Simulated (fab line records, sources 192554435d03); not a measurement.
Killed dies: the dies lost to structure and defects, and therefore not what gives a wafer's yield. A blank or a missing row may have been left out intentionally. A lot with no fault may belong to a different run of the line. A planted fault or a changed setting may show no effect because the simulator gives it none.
What tool caused it?	flow n5 finfet	10 lots, 30 wafers sampled, at 2 steps of a route of 1938

## WHAT THE GAUGES READ, wafer by wafer
N5_SDB_CD_MEAS_11: the cd target is 50 nm.
lot	measured	on	cd nm (nm)
L182	day 4 13:26	cd sem-03	50.5 49.8 49.3
L183	day 4 19:28	cd sem-03	48.5 47.2 47.4
L184	day 5 02:38	cd sem-02	48.1 46.6 48.7
L185	day 5 06:17	cd sem-01	37.0 39.6 38.2
L187	day 5 19:13	cd sem-03	39.7 39.8 40.3
L189	day 6 07:56	cd sem-03	48.7 50.2 49.0
L195	day 7 18:34	cd sem-03	48.6 49.7 48.5
L197	day 8 07:40	cd sem-01	49.6 49.3 47.4
L201	day 9 06:55	cd sem-02	47.5 48.4 48.9
L202	day 9 11:05	cd sem-02	49.4 50.3 51.8

## EACH LOT AND THE TOOL THAT RAN IT (in order: tool; ch and the chambers of the sampled wafers; start)
lot	N5_SDB_EXPOSE_08
L182	arfi scanner-01 ch 0, day 4 13:19
L183	arfi scanner-01 ch 0, day 4 19:20
L184	arfi scanner-03 ch 0, day 5 02:31
L185	arfi scanner-01 ch 0, day 5 06:10
L187	arfi scanner-01 ch 0, day 5 19:05
L189	arfi scanner-02 ch 0, day 6 07:48
L195	arfi scanner-02 ch 0, day 7 18:26
L197	arfi scanner-03 ch 0, day 8 07:32
L201	arfi scanner-02 ch 0, day 9 06:48
L202	arfi scanner-02 ch 0, day 9 10:58
- N5_SDB_EXPOSE_08: exposes mask SDB.

## THE ANSWER, worked out from the rows above alone
Rule: usual is defined by the lots themselves. The widest of any qualifying gaps counts: lots, ordered by their means at a reading, are off when they make up no more than a third of the lots, leave a main group of 4 or more, and stand apart from it by 3 or more times the standard deviation of that group's means. If all means in a main group match to the digits the tables above print for the reading, that group is not used. Also off: a lot with no number at a reading for which 4 or more lots have one. All remaining lots with rows at the step are treated as sound.
Off: L185, L187 (N5_SDB_CD_MEAS_11, cd nm). The main group: mean 48.9 nm, standard deviation 0.92.
A tool fits if, at a process step before that reading, it ran every lot that is off, and no sound lot after the first of them. Gauges at N5_SDB_CD_MEAS_11: tried the same way as those tools. One fits: arfi scanner-01 at N5_SDB_EXPOSE_08. Its last sound lot is L183 (day 4 19:20), its first lot that is off L185 (day 5 06:10): a fault that began between those two fits.

## WHAT HAD BEEN PUT IN BY THE SIMULATOR
Process parameter drift: arfi scanner-01, from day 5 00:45 on, at N5_SDB_EXPOSE_08. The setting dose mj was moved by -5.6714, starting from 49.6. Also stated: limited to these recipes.
Shown lots that were struck: L185, L187. The rule above reached the same finding.
